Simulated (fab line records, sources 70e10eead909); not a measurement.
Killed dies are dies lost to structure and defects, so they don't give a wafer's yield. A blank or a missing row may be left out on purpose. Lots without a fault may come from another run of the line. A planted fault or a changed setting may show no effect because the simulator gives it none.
Tool commonality check | flow nand_harc | 5 lots, 15 wafers sampled

WHY IT WAS OPENED
At NHARC_END_SORT_01 the reading killed_at_periphery is flagged on 2 of 5 lots. Wafers without a fault read 3.1, standard deviation 2.1.
Rule: a lot is flagged when every wafer of it that has a number lies more than 4 standard deviations from that mean, or none has a number. The other lots count as sound.

lot  | measured     | on        | killed_at_periphery, wafer by wafer | flag
L750 | day 20 01:25 | prober-01 | 5 1 2                               |
L758 | day 21 06:38 | prober-02 | 662 662 660                         | FLAGGED
L761 | day 21 15:22 | prober-02 | 644 658 642                         | FLAGGED
L763 | day 22 06:52 | prober-01 | 1 2 0                               |
L769 | day 23 22:02 | prober-01 | 3 1 6                               |
The numbers of the flagged lots are 654.7 on average: +651.6 against the usual, or +99 or more standard deviations.

WHICH TOOL RAN EACH LOT
The record holds 3 process steps before the reading, out of a route of 1159 steps. In each cell: the tool, then ch and the chambers that the sampled wafers went through, then the start.
lot  | flag    | NHARC_P_M2_DEP_00              | NHARC_THIN_TSV_PRE_CLEAN_50             | NHARC_THIN_TSV_ANNEAL_52
L750 |         | pecvd-02 ch 0,1, day 6 07:29   | pvd_sputter-03, day 19 10:08 or earlier | rtp_anneal-01 ch 0, day 19 10:08
L758 | FLAGGED | pecvd-04 ch 0,1,2, day 8 02:22 | no row                                  | no row
L761 | FLAGGED | pecvd-04 ch 0,1,2, day 8 16:41 | no row                                  | no row
L763 |         | pecvd-03 ch 1,2, day 9 10:10   | pvd_sputter-02, day 21 13:25 or earlier | rtp_anneal-02 ch 0, day 21 13:25
L769 |         | pecvd-03 ch 1,2, day 10 13:09  | pvd_sputter-03, day 23 07:19 or earlier | rtp_anneal-02 ch 0, day 23 07:19
What these steps do:
- NHARC_P_M2_DEP_00: deposits SiOC, target thk 182.5 nm.
- NHARC_THIN_TSV_PRE_CLEAN_50: time 30 s.
- NHARC_THIN_TSV_ANNEAL_52: time 90 s.
- NHARC_END_SORT_01

FLAGGED OVER TOTAL, TOOL BY TOOL (the gauges that took the reading come last)
step                        | tool           | lots run | flagged | share of the flagged lots | sound lots run after its first flagged lot
NHARC_P_M2_DEP_00           | pecvd-02       | 1        | 0       | none                      | -
NHARC_P_M2_DEP_00           | pecvd-03       | 2        | 0       | none                      | -
NHARC_P_M2_DEP_00           | pecvd-04       | 2        | 2       | all                       | 0
NHARC_THIN_TSV_PRE_CLEAN_50 | pvd_sputter-02 | 1        | 0       | none                      | -
NHARC_THIN_TSV_PRE_CLEAN_50 | pvd_sputter-03 | 2        | 0       | none                      | -
NHARC_THIN_TSV_ANNEAL_52    | rtp_anneal-01  | 1        | 0       | none                      | -
NHARC_THIN_TSV_ANNEAL_52    | rtp_anneal-02  | 2        | 0       | none                      | -
NHARC_END_SORT_01           | prober-01      | 3        | 0       | none                      | -
NHARC_END_SORT_01           | prober-02      | 2        | 2       | all                       | 0
NHARC_THIN_TSV_PRE_CLEAN_50 gives no start for some lots, so the hours and the order of its lots are those of NHARC_THIN_TSV_ANNEAL_52.

WHAT THE TABLE ALLOWS
2 rows of the table ran every flagged lot: pecvd-04 at NHARC_P_M2_DEP_00, prober-02 at NHARC_END_SORT_01.
- pecvd-04 at NHARC_P_M2_DEP_00: 2 of its 2 lots flagged. It ran no sound lot before its first flagged lot in this sample, so the start can't be narrowed down.
- prober-02 at NHARC_END_SORT_01: 2 of its 2 lots flagged. It ran no sound lot before its first flagged lot in this sample, so the start can't be narrowed down.
Counting lots can't tell these 2 tools apart, because each fits a fault that began at some hour. More lots, or a look at what each step does to the wafer, might.

WHAT THE SIMULATOR HAD PUT IN
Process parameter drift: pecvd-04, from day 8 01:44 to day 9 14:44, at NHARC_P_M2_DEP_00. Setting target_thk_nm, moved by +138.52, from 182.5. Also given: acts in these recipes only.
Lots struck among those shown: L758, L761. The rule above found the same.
